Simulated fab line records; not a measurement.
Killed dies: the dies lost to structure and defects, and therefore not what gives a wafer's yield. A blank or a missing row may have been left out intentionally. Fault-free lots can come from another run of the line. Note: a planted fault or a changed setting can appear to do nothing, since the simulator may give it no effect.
Chamber matching	flow nand-harc	NHARC_A_CONTACT_ETCH_91 on rie-diel-11: 4 sister chambers
The step etches the open film in CH3F/O2, target depth 40 nm, time 85.7 s. 18 wafers are shown with their chamber, then 9 later ones without.

WAFERS PAIRED WITH THEIR CHAMBERS
wafer	chamber	showerhead-plenum-p-Torr (Torr)	drypump-motor-current-A (A)	rf-vpp-V (V)
L161.2	2	2.53	5.7	245.8
L161.3	0	2.52	5.5	244.2
L161.6	1	2.66	5.8	246.7
L160.2	1	2.66	5.8	246.7
L160.4	0	2.52	5.5	245.8
L160.6	2	2.53	5.7	243.6
L159.1	1	2.66	5.7	244.6
L159.2	3	2.66	5.7	248.0
L159.3	0	2.52	5.5	246.2
L162.4	1	2.65	5.7	247.0
L162.5	3	2.65	5.7	246.7
L162.6	2	2.53	5.7	246.0
L165.3	3	2.65	5.8	247.6
L165.4	1	2.65	5.8	246.1
L165.5	0	2.52	5.5	245.0
L164.1	2	2.53	5.7	243.2
L164.4	1	2.65	5.7	246.9
L164.5	0	2.51	5.5	246.2

SIGNATURES (means of the wafers above)
reading	chamber 0	chamber 1	chamber 2	chamber 3	scatter within a chamber
showerhead-plenum-p-Torr	2.5180	2.6550	2.5300	2.6533	0.0046
drypump-motor-current-A	5.500	5.750	5.700	5.733	0.0393
rf-vpp-V	245.480	246.333	244.650	247.433	1.01
Rule: for each reading, subtract the chamber's mean from the wafer's reading, divide by that reading's scatter and square the result; add these up over the readings and take the root, which gives the wafer's distance from the chamber. If the next closest chamber is less than 2 further off than the closest, the wafer can't be placed; otherwise it belongs to the closest. The scatter is the square root of a quotient: the sum, over the shown wafers, of each reading's squared deviation from its chamber's mean, divided by wafers minus chambers.

WAFERS WITH NO CHAMBER GIVEN
wafer	showerhead-plenum-p-Torr (Torr)	drypump-motor-current-A (A)	rf-vpp-V (V)
L167.2	2.65	5.8	247.8
L167.4	2.65	5.8	245.9
L167.5	2.53	5.7	244.8
L172.1	2.65	5.8	247.9
L172.3	2.51	5.6	245.6
L172.4	2.53	5.7	246.4
L173.2	2.65	5.8	246.4
L173.4	2.51	5.5	243.2
L173.5	2.65	5.7	247.6

THE CHAMBER EACH PASSED THROUGH
wafer	from the rows above	in truth
L167.2	can't be placed: 3 or 1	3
L167.4	can't be placed: 1 or 3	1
L167.5	2	2
L172.1	can't be placed: 3 or 1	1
L172.3	0	0
L172.4	2	2
L173.2	can't be placed: 1 or 3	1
L173.4	0	0
L173.5	can't be placed: 3 or 1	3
4 of 9 placed correctly. These rows do not allow placing 5 (true chamber among the candidates in 5). Wrongly placed: 0.
